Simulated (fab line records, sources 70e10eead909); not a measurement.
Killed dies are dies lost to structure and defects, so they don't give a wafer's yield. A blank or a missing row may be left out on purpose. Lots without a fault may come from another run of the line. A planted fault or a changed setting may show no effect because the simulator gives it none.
A struck lot beside a sound one | flow nand_harc | 15 steps out of a route of 1302
Sound: wafers L297.2, L297.4, L297.5. Struck: wafer L285.6. (L285.3 of the same lot was not struck and is left out.) The cause comes at the end.
At each step with rows: each side's tool, then ch and its chambers, then its first start. Under that, the readings that differ: sound wafers | struck wafers | difference of the means | sigmas: that difference in standard deviations of wafers without a fault.
alike: readings whose means differ by less than 2 such deviations, and words and numbers that are the same on both sides. not compared: withheld readings, readings that some wafer has no value for, bounds like >300 that may hide the same value, and numbers for which the record gives no deviation and whose values overlap.
The two part at a step that has a row with sigmas, a row that says differs or no value, or rows on one side only. Numbers that don't overlap but have no deviation are shown without sigmas and don't part them. A reading that every wafer of one side lacks parts them only if that side has two wafers or more.

first, 6 steps without rows for these wafers: NHARC_A_DECK1_JOINT_CVD_34 (deposits SiNx, target thk 20 nm); NHARC_A_DECK1_JOINT_DEP_06 (deposits SiOx, target thk 80 nm); NHARC_A_DECK1_JOINT_CURE_26 (time 32 s); NHARC_A_DECK1_JOINT_ANNEAL_27 (time 3600 s); NHARC_A_DECK1_JOINT_ANNEAL_28 (time 1800 s); NHARC_A_DECK1_JOINT_ANNEAL_29 (time 1800 s).
NHARC_A_DECK1_JOINT_CMP_02: polishes SiOx.
  sound on cmp-01 ch 0,1, day 19 16:30; struck on cmp-01 ch 1, day 14 20:17
  reading             | sound          | struck | difference | sigmas
  motor_current_A (A) | 14.0 10.5 10.6 | 14.6   | +2.9       | +2
  alike: slurry_filter_dp_kPa
  not compared: pad_life_wafers
then, 1 step without rows for these wafers: NHARC_A_DECK1_JOINT_SRD_15.
NHARC_A_DECK1_JOINT_DEP_16: deposits SiO2, target thk 45 nm.
  sound on pecvd-01 ch 0,1,2, day 19 16:53; struck on pecvd-01 ch 1, day 14 20:35
  alike: heater_power_w, throttle_valve_pct
NHARC_A_DECK1_JOINT_THK_MEAS_17: measures by ellipsometry.
  sound on film_metro-01, day 19 17:09; struck on film_metro-02, day 14 20:53
  alike: thk_nm
NHARC_A_DECK1_JOINT_INSPECT_05:
  sound on defect_inspect-02, day 19 17:11; struck on defect_inspect-02, day 14 20:55
  alike: raw_defect_count
NHARC_A_ONON_D2_DEP_00: target thk 1000 nm.
  sound on pecvd_onon-02 ch 0, day 19 17:18; struck on pecvd_onon-02 ch 0, day 14 21:05
  alike: n2o_flow_sccm
NHARC_A_ONON_D2_THK_MEAS_02: measures by ellipsometry.
  sound on film_metro-01, day 19 17:45; struck on film_metro-02, day 14 21:29
  reading     | sound          | struck | difference | sigmas
  thk_nm (nm) | 1016 1017 1015 | 1450   | +434       | +36
then, 1 step without rows for these wafers: NHARC_A_ONON_D2_DEP_03 (target thk 1000 nm).
-- the record jumps here: 12 days lie between the struck wafers' starts before and after (it left off in module A_ONON_D2 and takes up again in module END, whose first step shown is number 1302 of the route) --
NHARC_END_SORT_01:
  sound on prober-01 ch 0, day 32 02:02; struck on prober-02 ch 0, day 26 16:11
  reading             | sound  | struck | difference | sigmas
  killed_at_periphery | 6 8 11 | 0      | -8         | -3
  alike: killed_at_array, killed_at_other, killed_dies, killed_open, killed_short

WHERE THEY PART
First at NHARC_A_DECK1_JOINT_CMP_02; last, within this record, at NHARC_END_SORT_01.

WHY: what the simulator had put in
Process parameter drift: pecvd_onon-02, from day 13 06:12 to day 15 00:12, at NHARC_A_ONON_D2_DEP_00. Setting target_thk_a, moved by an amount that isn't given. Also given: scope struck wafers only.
